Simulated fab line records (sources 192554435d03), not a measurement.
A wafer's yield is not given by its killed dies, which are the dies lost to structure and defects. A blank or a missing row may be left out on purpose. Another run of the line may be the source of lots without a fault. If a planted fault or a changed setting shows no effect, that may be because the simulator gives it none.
Which tool is to blame? + flow n5-finfet + 9 lots, 24 wafers sampled, at 4 steps of a route of 1938

## WHAT EACH GAUGE READ, for each wafer
N5_BEOL_M6_OCD_MEAS_38.
| lot  | measured     | on     | trench-depth-nm (nm) |
|------|--------------|--------|----------------------|
| L208 | day 9 11:46  | ocd-02 | 98.2 94.5 94.0       |
| L212 | day 10 07:43 | ocd-02 | 93.8 97.5 94.2       |
| L222 | day 12 21:07 | ocd-02 | 86.8 85.1 89.0       |
| L219 | day 12 21:04 | ocd-01 | 96.6 95.7 92.4       |
| L221 | day 13 03:49 | ocd-02 | 86.0 89.6 89.4       |
| L226 | day 14 16:10 | ocd-01 | 93.7 96.6            |
| L229 | day 15 15:58 | ocd-01 | 94.0 93.8            |
| L228 | day 15 16:01 | ocd-02 | 95.4 97.0 93.5       |
| L230 | day 15 17:43 | ocd-01 | 96.1 92.9            |

## WHAT TOOL EACH LOT RAN ON (gives the tool, then ch and the chambers of the sampled wafers, and finally the start)
| lot  | N5_BEOL_M6_VIA_ETCH_34             | N5_BEOL_M6_STRIP_36                | N5_BEOL_M6_TRENCH_ETCH_37          |
|------|------------------------------------|------------------------------------|------------------------------------|
| L208 | rie-diel-06 ch 0,2, day 9 11:31    | rie-diel-06 ch 0,2, day 9 11:34    | rie-diel-06 ch 0,2, day 9 11:37    |
| L212 | rie-diel-06 ch 0,1,3, day 10 07:28 | rie-diel-06 ch 0,1,3, day 10 07:31 | rie-diel-06 ch 0,1,3, day 10 07:34 |
| L222 | rie-diel-06 ch 1,2,3, day 12 20:52 | rie-diel-06 ch 1,2,3, day 12 20:55 | rie-diel-06 ch 1,2,3, day 12 20:58 |
| L219 | rie-diel-05 ch 0,1,2, day 12 20:49 | rie-diel-05 ch 0,1,2, day 12 20:52 | rie-diel-05 ch 0,1,2, day 12 20:55 |
| L221 | rie-diel-06 ch 0,1, day 13 03:35   | rie-diel-06 ch 0,1, day 13 03:38   | rie-diel-06 ch 0,1, day 13 03:40   |
| L226 | rie-diel-04 ch 1,2, day 14 15:55   | rie-diel-04 ch 1,2, day 14 15:58   | rie-diel-04 ch 1,2, day 14 16:01   |
| L229 | rie-diel-04 ch 0,1, day 15 15:43   | rie-diel-04 ch 0,1, day 15 15:46   | rie-diel-04 ch 0,1, day 15 15:49   |
| L228 | rie-diel-06 ch 0,1,3, day 15 15:46 | rie-diel-06 ch 0,1,3, day 15 15:49 | rie-diel-06 ch 0,1,3, day 15 15:51 |
| L230 | rie-diel-06 ch 1,2, day 15 17:28   | rie-diel-06 ch 1,2, day 15 17:32   | rie-diel-06 ch 1,2, day 15 17:34   |
- N5_BEOL_M6_VIA_ETCH_34: etches SiCOH lowk in C4F6/O2, target depth 126.3 nm, time 50.9 s.
- N5_BEOL_M6_STRIP_36: strips in N2/H2.
- N5_BEOL_M6_TRENCH_ETCH_37: etches SiCOH lowk in C4F6/O2, target depth 94.435 nm, time 31.5 s.

## THE ANSWER, worked out from the rows above alone
Rule: the usual values come from the lots themselves. The widest of any qualifying gaps counts: lots, ordered by their means at a reading, are off when they make up no more than a third of the lots, leave a main group of 4 or more, and stand apart from it by 3 or more times the standard deviation of that group's means. Not used: any main group whose means are identical at the precision the tables above print for the reading. A lot without any number at a reading at which 4 lots or more have one is off too. Where the step has rows for the other lots, those lots are counted as sound.
Off: L222, L221 (N5_BEOL_M6_OCD_MEAS_38, trench-depth-nm). The main group: mean 94.9 nm, standard deviation 0.52.
If a tool, at a process step before that reading, ran all the lots that are off and no sound lot after the first of them, it fits. Those tools and the gauges at N5_BEOL_M6_OCD_MEAS_38 are tried in the same way. Of those tried, none fits.

## WHAT WAS PUT IN BY THE SIMULATOR
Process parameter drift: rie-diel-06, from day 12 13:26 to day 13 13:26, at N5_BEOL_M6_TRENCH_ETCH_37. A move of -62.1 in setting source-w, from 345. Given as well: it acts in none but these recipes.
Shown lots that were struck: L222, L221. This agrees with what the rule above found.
